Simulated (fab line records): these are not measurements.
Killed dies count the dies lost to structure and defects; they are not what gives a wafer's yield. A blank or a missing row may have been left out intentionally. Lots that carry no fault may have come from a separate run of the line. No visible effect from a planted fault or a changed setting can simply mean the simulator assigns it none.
fab line records + flow nandHarc
record:
- lots: 6
- wafers: 17
- lastDay: 25
route steps=1159 shown A_SLIT@799 A_SIN_REMOVE@804 A_WL_FILL@809
lots that met no fault: taken from a fault-free run of the same line
startH: hours from the record's opening day to when the first of the lot's shown wafers began + waitH: time in hours since the lot's previous step + " same as the row above + L1.1+2: a row that stands for several wafers + - no value, or no start was given + * or withheld: withheld + < > ~ a bound
route shown NAME@n: NAME is a module with steps in the file, n the number in the route of the first one + usual: mean/standard deviation taken from wafers without a fault + same: alike in all rows + chamber/n: place in a boat + sites: readings site by site + _std_site: the standard deviation of these + _edge_site: inner sites' mean taken away from outer sites' mean + radiusMm: for every site, how far away it sits from the centre of the wafer + mask NAME#n: copy n + behind: tool/chamber where the wafer was last shaped + hold: cause of the lot's hold/its duration in hours/its outcome + device: the n, p or np transistor that did not switch + end of line: at the end of the route, the tests of the same wafers + a step without rows: its recipe alone + killed: at the first sort, the dies lost to defects and structure; wafer yield is something else + map: per-die view of a wafer (x killed, . not killed, _ where there is no die)
set.NAME: the setting the step ran with; set.NAME@STEP: the setting that earlier step ran with + model.NAME: the simulator's own value behind a step, which no gauge read
lots seen at some steps along the route; tables by step, rows by wafer
services: from which hour (startH, from the record's first day; less than 0 if before it) a tool's chamber was out of use, for how many hours, and why
== steps ==
step: NHARC_A_SLIT_ETCH_29
recipe:
- targetDepthA: 1000
- overetchA: 100
- timeS: 55
- ionEnergyEv: 100
- cf4FlowSccm: 80
- o2FlowSccm: 20
- arFlowSccm: 0
- rfW: 300
- biasW: 100
- chemistry: CF4/O2
usual:
- cf4FlowSccm: 79.96/0.23
- drypumpMotorCurrentA: 5.59/0.3
- oesProductAu: 0.998/0.0085
- rfVppV: 197.4/1.5
- showerheadPlenumPTorr: 1.31/0.059
- throttleValvePct: 13.398/0.009
| lot.wafer | tool       | chamber | startH | waitH | cf4FlowSccm | drypumpMotorCurrentA | oesProductAu | rfHoursCounterH | rfVppV | showerheadPlenumPTorr | throttleValvePct |
|-----------|------------|---------|--------|-------|-------------|----------------------|--------------|-----------------|--------|-----------------------|------------------|
| L679.1    | rieDiel-05 | 3       | 315.67 | 0.1   | 79.67       | 4.98                 | 0.989        | 13              | 198.1  | 1.26                  | 13.405           |
| L679.2    | "          | 0       | "      | "     | 80.26       | 5.97                 | 1.000        | 9               | 196.6  | 1.30                  | 13.403           |
| L679.3    | "          | 1       | "      | "     | 79.97       | 6.26                 | 1.005        | 12              | 199.8  | 1.41                  | 13.388           |
| L680.1    | rieDiel-05 | 0       | 336.97 | 0.1   | 79.75       | 5.99                 | 0.991        | 11              | 196.4  | 1.30                  | 13.407           |
| L680.2    | "          | 2       | "      | "     | 79.74       | 5.53                 | 1.000        | 15              | 197.0  | 1.28                  | 13.401           |
| L680.3    | "          | 3       | "      | "     | 79.81       | 5.00                 | 0.997        | 15              | 196.0  | 1.26                  | 13.399           |
| L688.4    | rieDiel-05 | 0       | 383.81 | 0.1   | 79.48       | 5.96                 | 1.010        | 2               | 196.2  | 1.30                  | 13.399           |
| L688.6    | "          | 2       | "      | "     | 79.82       | 5.53                 | 0.985        | -               | 196.7  | 1.28                  | 13.385           |
| L691.3    | rieDiel-09 | 1       | 400.11 | 0.1   | 80.10       | 5.68                 | 0.983        | 9               | 199.3  | 1.41                  | 13.425           |
| L691.4    | "          | 2       | "      | "     | 79.93       | 5.78                 | 0.989        | 10              | 196.3  | 1.26                  | 13.391           |
| L691.5    | "          | 0       | "      | "     | 79.93       | 5.22                 | 0.987        | -               | 199.4  | 1.41                  | 13.391           |
| L702.3    | rieDiel-09 | 1       | 456.08 | 0.1   | 80.19       | 5.68                 | 0.983        | 2               | 199.4  | 1.41                  | 13.400           |
| L702.1    | "          | 2       | "      | "     | 79.89       | 5.75                 | 1.008        | 1               | 196.2  | 1.26                  | 13.421           |
| L702.6    | "          | 3       | "      | "     | 80.21       | 5.65                 | 1.002        | -               | 198.2  | 1.29                  | 13.384           |
| L701.1    | rieDiel-06 | 0       | 457.37 | 0.1   | 80.31       | 5.21                 | 0.988        | 3               | 196.0  | 1.27                  | 13.395           |
| L701.3    | "          | 2       | "      | "     | 79.77       | 5.70                 | 0.993        | 3               | 199.2  | 1.39                  | 13.390           |
| L701.5    | "          | 0       | "      | "     | 79.93       | 5.20                 | 0.995        | -               | 197.2  | 1.27                  | 13.401           |
step: NHARC_A_SLIT_STRIP_18
recipe:
- o2FlowSccm: 500
- arFlowSccm: 0
- biasW: 0
- chemistry: O2
usual:
- drypumpMotorCurrentA: 5.64/0.29
- oesProductAu: 0.998/0.0081
- rfVppV: 57.6/0.79
- showerheadPlenumPTorr: 3.49/0.16
- throttleValvePct: 17.036/0.0095
| lot.wafer | tool       | chamber | startH | waitH | drypumpMotorCurrentA | oesProductAu | rfHoursCounterH | rfVppV | showerheadPlenumPTorr | throttleValvePct |
|-----------|------------|---------|--------|-------|----------------------|--------------|-----------------|--------|-----------------------|------------------|
| L679.2    | rieDiel-05 | 3       | -      | -     | 4.99                 | 0.989        | 13              | 56.6   | 3.34                  | 17.054           |
| L679.3    | "          | 0       | "      | "     | 6.00                 | 1.007        | 9               | 58.0   | 3.44                  | 17.033           |
| L679.1    | "          | 1       | "      | "     | 6.27                 | 1.011        | 12              | 57.6   | 3.71                  | 17.040           |
| L680.3    | rieDiel-05 | 2       | -      | -     | 5.53                 | 0.995        | 15              | 58.3   | 3.40                  | 17.019           |
| L680.2    | "          | 3       | "      | "     | 5.00                 | 0.999        | 15              | 56.7   | 3.34                  | 17.040           |
| L680.1    | "          | 0       | "      | "     | 5.98                 | 1.008        | 11              | 58.6   | 3.43                  | 17.016           |
| L688.4    | rieDiel-05 | 3       | -      | -     | 4.99                 | 0.996        | 2               | 56.7   | 3.34                  | 17.048           |
| L688.6    | "          | 3       | "      | "     | 5.00                 | 1.005        | -               | 56.9   | 3.34                  | 17.028           |
| L691.4    | rieDiel-09 | 2       | -      | -     | 5.78                 | 0.995        | 10              | 56.7   | 3.34                  | 17.042           |
| L691.3    | "          | 3       | "      | "     | 5.66                 | 0.991        | 10              | 57.5   | 3.41                  | 17.038           |
| L691.5    | "          | 0       | "      | "     | 5.25                 | 1.000        | -               | 58.0   | 3.71                  | 17.039           |
| L702.3    | rieDiel-09 | 2       | -      | -     | 5.76                 | 1.001        | 1               | 57.0   | 3.34                  | 17.033           |
| L702.1    | "          | 1       | "      | "     | 5.68                 | 0.980        | 2               | 57.7   | 3.73                  | 17.049           |
| L702.6    | "          | 2       | "      | "     | 5.78                 | 0.993        | -               | 56.9   | 3.34                  | 17.035           |
| L701.3    | rieDiel-06 | 1       | -      | -     | 5.60                 | 1.018        | 2               | 56.9   | 3.38                  | 17.020           |
| L701.1    | "          | 3       | "      | "     | 5.90                 | 1.005        | 3               | 58.5   | 3.39                  | 17.038           |
| L701.5    | "          | 1       | "      | "     | 5.59                 | 1.005        | -               | 57.1   | 3.38                  | 17.048           |
step: NHARC_A_SLIT_PRECLEAN_19
recipe:
- timeS: *
- tempC: 50
- bathAgeMin: 0
- chemistry: SC1
step: NHARC_A_SLIT_SRD_20
step: NHARC_A_SLIT_CD_MEAS_21
usual:
- cdNm: 289.4/0.82
| lot.wafer | tool     | chamber | startH | waitH | cdNm  |
|-----------|----------|---------|--------|-------|-------|
| L679.1    | cdSem-02 | -       | 316.26 | -     | 290.5 |
| L679.2    | "        | -       | "      | "     | 290.1 |
| L679.3    | "        | -       | "      | "     | 290.7 |
| L680.1    | cdSem-01 | -       | 337.58 | -     | 289.0 |
| L680.2    | "        | -       | "      | "     | 289.2 |
| L680.3    | "        | -       | "      | "     | 289.2 |
| L688.4    | cdSem-03 | -       | 384.35 | -     | 288.1 |
| L688.6    | "        | -       | "      | "     | 288.4 |
| L691.3    | cdSem-03 | -       | 400.64 | -     | 289.4 |
| L691.4    | "        | -       | "      | "     | 289.8 |
| L691.5    | "        | -       | "      | "     | 290.2 |
| L702.1    | cdSem-01 | -       | 456.64 | 0.1   | 290.1 |
| L702.3    | "        | -       | "      | "     | 290.0 |
| L702.6    | "        | -       | "      | "     | 290.5 |
| L701.1    | cdSem-01 | -       | 457.95 | 0.1   | 289.7 |
| L701.3    | "        | -       | "      | "     | 289.9 |
| L701.5    | "        | -       | "      | "     | 289.3 |
step: NHARC_A_SIN_REMOVE_WET_00
recipe:
- tempC: 160
- timeS: 15300
- chemistry: H3PO4
step: NHARC_A_SIN_REMOVE_PRECLEAN_01
recipe:
- timeS: *
- tempC: 50
- bathAgeMin: 0
- chemistry: SC1
step: NHARC_A_SIN_REMOVE_SRD_02
step: NHARC_A_SIN_REMOVE_INSPECT_04
usual:
- rawDefectCount: 296/75
| lot.wafer | tool             | chamber | startH | waitH | rawDefectCount |
|-----------|------------------|---------|--------|-------|----------------|
| L679.1    | defectInspect-01 | -       | 322.30 | 0.0   | 264            |
| L679.2    | "                | -       | "      | "     | 294            |
| L679.3    | "                | -       | "      | "     | 343            |
| L680.1    | defectInspect-02 | -       | 344.84 | 0.0   | 270            |
| L680.2    | "                | -       | "      | "     | 503            |
| L680.3    | "                | -       | "      | "     | 425            |
| L688.4    | defectInspect-01 | -       | 390.45 | 0.0   | 292            |
| L688.6    | "                | -       | "      | "     | 312            |
| L691.3    | defectInspect-02 | -       | 407.98 | 0.0   | 345            |
| L691.4    | "                | -       | "      | "     | 234            |
| L691.5    | "                | -       | "      | "     | 250            |
| L702.1    | defectInspect-02 | -       | 464.40 | 0.0   | 240            |
| L702.3    | "                | -       | "      | "     | 194            |
| L702.6    | "                | -       | "      | "     | 236            |
| L701.1    | defectInspect-01 | -       | 464.40 | 0.0   | 305            |
| L701.3    | "                | -       | "      | "     | 219            |
| L701.5    | "                | -       | "      | "     | 205            |
step: NHARC_A_WL_FILL_ALD_00
recipe:
- targetThkA: 30
- pulseTimeS: 3
- aldCycles: 30
- tempC: 300
- material: Al2O3
usual:
- aldCycles: 30/0
- heaterPowerW: 473/46
- precursorPulseHeightRel: 1.000/0.018
same:
- pulseTimeS: 3
| lot.wafer | tool     | chamber | startH | waitH | aldCycles | heaterPowerW | precursorPulseHeightRel |
|-----------|----------|---------|--------|-------|-----------|--------------|-------------------------|
| L679.2    | aldHk-01 | 3       | 324.19 | 1.9   | 30        | 571          | 1.013                   |
| L679.1    | "        | 0       | "      | "     | 30        | 464          | 1.020                   |
| L679.3    | "        | 1       | "      | "     | 30        | 438          | 0.984                   |
| L680.2    | aldHk-04 | 1       | 344.91 | 0.1   | 30        | 533          | 1.044                   |
| L680.3    | "        | 2       | "      | "     | 30        | 456          | 0.974                   |
| L680.1    | "        | 0       | "      | "     | 30        | 439          | 0.978                   |
| L688.4    | aldHk-02 | 3       | 390.74 | 0.3   | 30        | 395          | 0.978                   |
| L688.6    | "        | 1       | "      | "     | 30        | 520          | 1.010                   |
| L691.4    | aldHk-04 | 0       | 410.88 | 2.9   | 30        | 437          | 1.011                   |
| L691.3    | "        | 1       | "      | "     | 30        | 542          | 1.007                   |
| L691.5    | "        | 2       | "      | "     | 30        | 435          | 1.004                   |
| L702.3    | aldHk-01 | 3       | 467.32 | 2.9   | 30        | 564          | 1.039                   |
| L702.1    | "        | 0       | "      | "     | 30        | 455          | 0.988                   |
| L702.6    | "        | 2       | "      | "     | 30        | 440          | 1.028                   |
| L701.3    | aldHk-01 | 1       | 467.43 | 3.0   | 30        | 458          | 1.030                   |
| L701.1    | "        | 0       | "      | "     | 30        | 468          | 1.009                   |
| L701.5    | "        | 2       | "      | "     | 30        | 442          | 0.994                   |
step: NHARC_A_WL_FILL_RTA_01
recipe:
- tempC: 1000
- timeS: 5
usual:
- lampPowerPct: 25.8/0.65
- wafer_temp_C_max: 1005.2/1.1
| lot.wafer | tool         | chamber | startH | waitH | lampPowerPct | wafer_temp_C_max |
|-----------|--------------|---------|--------|-------|--------------|------------------|
| L679.1    | rtpAnneal-02 | 0       | 324.46 | -     | 26.6         | 1005.9           |
| L679.2    | "            | 0       | "      | "     | 26.6         | 1006.3           |
| L679.3    | "            | 0       | "      | "     | 26.5         | 1005.8           |
| L680.1    | rtpAnneal-02 | 0       | 345.17 | -     | 26.5         | 1007.9           |
| L680.2    | "            | 0       | "      | "     | 26.5         | 1005.5           |
| L680.3    | "            | 0       | "      | "     | 26.6         | 1005.9           |
| L688.4    | rtpAnneal-02 | 0       | 391.04 | -     | 26.6         | 1005.8           |
| L688.6    | "            | 0       | "      | "     | 26.5         | 1007.3           |
| L691.3    | rtpAnneal-01 | 0       | 411.16 | -     | 25.2         | 1005.2           |
| L691.4    | "            | 0       | "      | "     | 25.2         | 1005.3           |
| L691.5    | "            | 0       | "      | "     | 25.2         | 1004.9           |
| L702.1    | rtpAnneal-02 | 0       | 467.53 | -     | 26.5         | 1005.4           |
| L702.3    | "            | 0       | "      | "     | 26.5         | 1005.9           |
| L702.6    | "            | 0       | "      | "     | 26.5         | 1006.8           |
| L701.1    | rtpAnneal-01 | 0       | 467.80 | -     | 25.3         | 1003.9           |
| L701.3    | "            | 0       | "      | "     | 25.2         | 1004.1           |
| L701.5    | "            | 0       | "      | "     | 25.2         | 1004.7           |
step: NHARC_A_WL_FILL_ALD_02
recipe:
- targetThkA: 20
- pulseTimeS: 3
- aldCycles: 100
- tempC: 450
- material: TiN
usual:
- aldCycles: 100/0
- heaterPowerW: 1107/99
- precursorPulseHeightRel: 1.000/0.021
same:
- pulseTimeS: 3
| lot.wafer | tool        | chamber | startH | waitH | aldCycles | heaterPowerW | precursorPulseHeightRel |
|-----------|-------------|---------|--------|-------|-----------|--------------|-------------------------|
| L679.2    | aldMetal-02 | 2       | 324.71 | 0.2   | 100       | 1221         | 1.019                   |
| L679.3    | "           | 3       | "      | "     | 100       | 1105         | 0.992                   |
| L679.1    | "           | 0       | "      | "     | 100       | 1090         | 1.012                   |
| L680.3    | aldMetal-01 | 0       | 345.39 | 0.1   | 100       | 934          | 1.016                   |
| L680.2    | "           | 1       | "      | "     | 100       | 1127         | 0.987                   |
| L680.1    | "           | 2       | "      | "     | 100       | 1223         | 0.980                   |
| L688.4    | aldMetal-01 | 0       | 391.28 | 0.2   | 42        | 918          | 0.996                   |
| L688.6    | "           | 1       | "      | "     | 42        | 1118         | 0.997                   |
| L691.3    | aldMetal-01 | 3       | 411.36 | 0.2   | 100       | 1166         | 0.975                   |
| L691.4    | "           | 1       | "      | "     | 42        | 1116         | 1.014                   |
| L691.5    | "           | 3       | "      | "     | 100       | 1175         | 0.989                   |
| L702.3    | aldMetal-02 | 3       | 467.78 | 0.2   | 100       | 1083         | 1.013                   |
| L702.1    | "           | 1       | "      | "     | 100       | 1100         | 1.014                   |
| L702.6    | "           | 2       | "      | "     | 100       | 1252         | 0.982                   |
| L701.1    | aldMetal-04 | 0       | 468.05 | 0.2   | 100       | 1107         | 0.972                   |
| L701.3    | "           | 2       | "      | "     | 100       | 917          | 0.982                   |
| L701.5    | "           | 0       | "      | "     | 100       | 1107         | 0.988                   |
== services ==
| tool         | chamber | startH | hours | kind   |
|--------------|---------|--------|-------|--------|
| rieDiel-05   | 0       | 295.10 | -     | clean  |
| rtpAnneal-02 | -       | 300.00 | 12.0  | pm     |
| rieDiel-05   | 2       | 305.78 | 12.0  | repair |
| aldMetal-01  | 0       | 318.84 | 24.9  | repair |
| aldMetal-01  | 2       | 319.15 | 4.8   | repair |
| rieDiel-05   | -       | 340.60 | 9.0   | pm     |
| rieDiel-06   | 1       | 353.42 | 6.3   | repair |
| aldMetal-02  | 1       | 355.35 | 27.7  | repair |
| aldMetal-02  | -       | 364.00 | 10.0  | pm     |
| rieDiel-06   | 1       | 366.48 | 9.1   | repair |
| rieDiel-09   | 0       | 368.57 | 18.8  | repair |
| aldHk-04     | -       | 369.05 | 10.0  | pm     |
| rieDiel-05   | 3       | 389.62 | 7.1   | repair |
| rieDiel-05   | 0       | 395.22 | 9.2   | repair |
| rieDiel-05   | 3       | 403.33 | 3.4   | repair |
| aldMetal-04  | -       | 406.00 | 10.0  | pm     |
| aldHk-01     | -       | 406.31 | 10.0  | pm     |
| aldMetal-01  | -       | 408.91 | 1.0   | repair |
| aldMetal-01  | 1       | 416.86 | 12.9  | repair |
| rieDiel-06   | -       | 418.32 | 9.0   | pm     |
| rieDiel-09   | -       | 431.11 | 9.0   | pm     |
| aldMetal-01  | 1       | 433.74 | 17.3  | repair |
| aldMetal-01  | -       | 458.00 | 10.0  | pm     |
| aldHk-02     | -       | 458.43 | 10.0  | pm     |
== key ==
firstSign:
- step: NHARC_A_WL_FILL_ALD_02
- reading: aldCycles
- direction: down
- sigmas: 99+
- usual: 100
- struck: 42
effect none on later readings
metAt NHARC_A_WL_FILL_ALD_02
struckWafers L688.4,L688.6,L691.4
laterRowsLeftOut L688.4,L688.6,L691.4
sortLeftOut L688.4,L688.6,L691.4
testerLeftOut L688,L691
onsetBetween 345.39 391.28
fault:
- kind: processParameterDrift
- tool: aldMetal-01
- chamber: -
- onsetH: 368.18
- steps: NHARC_A_WL_FILL_ALD_02
- channel: aldCycles
- offset: -58
- shape: step
- endH: 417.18
- scope: struckWafersOnly
- actsIn: theseRecipesOnly
- stated: 100
testerLeftOut: of these lots the tester's yield and bins aren't shown, on N5 and GAA mostly nor the transistor test; their killed dies are dies lost to structure and defects alone, not to doping, threshold or leakage, so they don't give the yield
sortLeftOut: the simulated sort isn't trusted on such a fault, so these wafers' sort isn't shown, and their yield isn't known
laterRowsLeftOut: the simulator's readings of these wafers behind a module that went badly wrong aren't trusted and aren't shown, but for the sort
